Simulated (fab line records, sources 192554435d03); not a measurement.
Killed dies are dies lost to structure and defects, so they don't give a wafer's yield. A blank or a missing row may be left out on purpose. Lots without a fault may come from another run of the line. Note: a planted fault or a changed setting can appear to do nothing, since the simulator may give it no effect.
Split-lot experiment | flow n5-finfet | 39 wafers read across 7 lots, on a route 1938 steps long

## THE SPLIT
At N5_DUMMY_GATE_EXPOSE_12 (exposes mask GATE, target cd 25 nm), the setting dose-mj was moved away from the recipe's 34 on 9 of the 39 wafers read, by -7.7% to +2.6%. For the rest of the wafers, this setting stayed at what the recipe calls for.

## FROM THE SPLIT TO THE READING: what the file shows between them, 2 steps
- N5_DUMMY_GATE_PEB_13: peb time 60 s
- N5_DUMMY_GATE_DEVELOP_14: develop time 30 s

## THE READING
cd-nm at N5_DUMMY_GATE_CD_MEAS_15, given in nm (cd target 25.8 nm). Fault-free wafers of this fab line usually give 25.03 nm, standard deviation 0.22 nm.

wafer  | tool, chamber at the split | dose-mj as run | against the recipe | cd-nm, nm | against lot-mates on the recipe
L080.1 | euv-scanner-01, 0          | 34             | recipe             | 25.39     | -
L080.2 | euv-scanner-01, 0          | 34             | recipe             | 25.30     | -
L080.3 | euv-scanner-01, 0          | 34             | recipe             | 25.38     | -
L080.4 | euv-scanner-01, 0          | 34             | recipe             | 24.98     | -
L080.5 | euv-scanner-01, 0          | 34             | recipe             | 25.21     | -
L080.6 | euv-scanner-01, 0          | 34             | recipe             | 25.30     | -
L084.1 | euv-scanner-01, 0          | 33.18          | -2.4%              | 25.34     | +0.28
L084.2 | euv-scanner-01, 0          | 33.18          | -2.4%              | 25.35     | +0.29
L084.3 | euv-scanner-01, 0          | 33.18          | -2.4%              | 25.57     | +0.51
L084.4 | euv-scanner-01, 0          | 34             | recipe             | 24.91     | -
L084.5 | euv-scanner-01, 0          | 34             | recipe             | 25.34     | -
L084.6 | euv-scanner-01, 0          | 34             | recipe             | 24.93     | -
L087.1 | euv-scanner-01, 0          | 34             | recipe             | 25.17     | -
L087.5 | euv-scanner-01, 0          | 34             | recipe             | 25.50     | -
L087.6 | euv-scanner-01, 0          | 34             | recipe             | 25.15     | -
L088.1 | euv-scanner-02, 0          | 34             | recipe             | 25.05     | -
L088.2 | euv-scanner-02, 0          | 34             | recipe             | 24.96     | -
L088.3 | euv-scanner-02, 0          | 34             | recipe             | 24.77     | -
L088.4 | euv-scanner-02, 0          | 34             | recipe             | 25.29     | -
L088.5 | euv-scanner-02, 0          | 34             | recipe             | 24.72     | -
L088.6 | euv-scanner-02, 0          | 34             | recipe             | 24.82     | -
L091.1 | euv-scanner-02, 0          | 34             | recipe             | 25.07     | -
L091.2 | euv-scanner-02, 0          | 34.88          | +2.6%              | 24.50     | -0.60
L091.3 | euv-scanner-02, 0          | 34.88          | +2.6%              | 24.40     | -0.70
L091.4 | euv-scanner-02, 0          | 34             | recipe             | 25.17     | -
L091.5 | euv-scanner-02, 0          | 34             | recipe             | 25.05     | -
L091.6 | euv-scanner-02, 0          | 34.88          | +2.6%              | 24.91     | -0.19
L092.1 | euv-scanner-01, 0          | 34             | recipe             | 24.96     | -
L092.2 | euv-scanner-01, 0          | 34             | recipe             | 24.67     | -
L092.3 | euv-scanner-01, 0          | 34             | recipe             | 24.89     | -
L092.4 | euv-scanner-01, 0          | 34             | recipe             | 24.68     | -
L092.5 | euv-scanner-01, 0          | 34             | recipe             | 24.79     | -
L092.6 | euv-scanner-01, 0          | 34             | recipe             | 25.08     | -
L095.1 | euv-scanner-01, 0          | 34             | recipe             | 25.31     | -
L095.2 | euv-scanner-01, 0          | 31.38          | -7.7%              | 26.70     | +1.53
L095.3 | euv-scanner-01, 0          | 34             | recipe             | 25.09     | -
L095.4 | euv-scanner-01, 0          | 31.38          | -7.7%              | 26.79     | +1.62
L095.5 | euv-scanner-01, 0          | 31.38          | -7.7%              | 26.62     | +1.45
L095.6 | euv-scanner-01, 0          | 34             | recipe             | 25.12     | -

FIT RESULTS
A straight line over all 39 wafers: cd-nm changes by -0.204 nm for each +1% of dose-mj; r = -0.91; the points scatter about the line by 0.22 nm.
The same after taking each lot's own level away (the mean of its wafers on the recipe; 39 wafers): -0.194 nm for each +1%; r = -0.94; scatter 0.16 nm.
The reading moves by 1.5 nm for the largest change in dose-mj, on that fit.
Measured against the standard deviation above, the lots' own levels, which go from 24.845 to 25.273 nm, span 1.9 times it.
The two slopes agree, so the slope changes little with the lot-to-lot level.
Check: with one of the wafers moved furthest among these (-7.7%) left out of the fit, the line predicts +1.48 nm for it against its lot-mates. Against them it came out at +1.53 nm.

## THE FILE'S OWN FIT
cd-nm changes by -0.194 nm for each +1% of dose-mj, r = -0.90.
